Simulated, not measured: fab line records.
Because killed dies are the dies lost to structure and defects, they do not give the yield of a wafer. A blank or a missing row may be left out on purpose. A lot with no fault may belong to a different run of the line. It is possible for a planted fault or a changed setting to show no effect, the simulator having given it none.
Struck lot and sound lot, side by side || flow nandHarc || 16 steps out of a route of 1302
Sound: the wafers L886.2, L886.3, L886.6. Struck: wafer L874.1 (left out: L874.4, a lot-mate that was not struck); the cause follows at the end.
Each step with rows lists, per side, the tool, then ch with its chambers, then its first start. Under that, the readings that differ: sound wafers || struck wafers || difference of the means || sigmas: that difference in standard deviations of wafers without a fault.
alike: readings whose means differ by less than 2 such deviations, and words and numbers that are the same on both sides. not compared: withheld readings, readings that some wafer has no value for, bounds like >300 that may hide the same value, and numbers for which the record gives no deviation and whose values overlap.
Wherever a step has rows on one side only, a row that says differs or no value, or a row with sigmas, the two part there. Numbers that don't overlap but have no deviation are shown without sigmas and don't part them. Lack of a reading on every wafer of one side parts them only where that side has two or more wafers.

NHARC_A_DECK1_JOINT_INSPECT_05:
  struck on defectInspect-01, day 16 11:46; sound on defectInspect-02, day 21 09:56
  alike: rawDefectCount
then, 1 step without rows for these wafers: NHARC_A_ONON_D2_DEP_00 (target thk 1000 nm).
NHARC_A_ONON_D2_THK_MEAS_02: measures by ellipsometry.
  struck on filmMetro-01, day 16 12:20; sound on filmMetro-01, day 21 10:31
  alike: thkNm
then, 1 step without rows for these wafers: NHARC_A_ONON_D2_DEP_03 (target thk 1000 nm).
NHARC_A_ONON_D2_THK_MEAS_05: measures by ellipsometry.
  struck on filmMetro-01, day 16 12:55; sound on filmMetro-02, day 21 11:05
{"reading": "thkNm (nm)", "sound": "992 990 992", "struck": 1016, "difference": "+25", "sigmas": "+2"}
then, 1 step without rows for these wafers: NHARC_A_ONON_D2_DEP_06 (target thk 1000 nm).
NHARC_A_ONON_D2_THK_MEAS_08: measures by ellipsometry.
  struck on filmMetro-01, day 16 13:28; sound on filmMetro-02, day 21 11:39
  alike: thkNm
then, 1 step without rows for these wafers: NHARC_A_ONON_D2_DEP_09 (target thk 1000 nm).
NHARC_A_ONON_D2_THK_MEAS_11: measures by ellipsometry.
  struck on filmMetro-01, day 16 14:02; sound on filmMetro-02, day 21 12:13
  alike: thkNm
then, 1 step without rows for these wafers: NHARC_A_ONON_D2_DEP_12 (target thk 1000 nm).
NHARC_A_ONON_D2_THK_MEAS_14: measures by ellipsometry.
  struck on filmMetro-01, day 16 14:37; sound on filmMetro-01, day 21 12:46
  alike: thkNm
then, 1 step without rows for these wafers: NHARC_A_ONON_D2_ANNEAL_15 (time 3600 s).
NHARC_A_ONON_D2_DEP_16: target thk 1000 nm.
  sound on pecvdOnon-02 ch 0, day 21 20:17; struck on pecvdOnon-01 ch 0, day 16 23:19
NHARC_A_ONON_D2_THK_MEAS_18: measures by ellipsometry.
  struck on filmMetro-01, day 16 23:50; sound on filmMetro-01, day 21 20:44
{"reading": "thkNm (nm)", "sound": "999 999 997", "struck": 776, "difference": -222, "sigmas": -19}
then, 1 step without rows for these wafers: NHARC_A_ONON_D2_DEP_19 (target thk 1000 nm).
-- the record jumps here: 11 days lie between the struck wafers' starts before and after (it left off in module A_ONON_D2 and takes up again in module END, whose first step shown is number 1302 of the route) --
NHARC_END_SORT_01:
  only the struck wafers appear in the record here, on prober-01 ch 0 at day 28 00:22; the sound ones have no rows

WHERE THEY PART
Last at NHARC_END_SORT_01 as far as this record goes, first at NHARC_A_ONON_D2_THK_MEAS_05.

WHY: the cause the simulator had injected
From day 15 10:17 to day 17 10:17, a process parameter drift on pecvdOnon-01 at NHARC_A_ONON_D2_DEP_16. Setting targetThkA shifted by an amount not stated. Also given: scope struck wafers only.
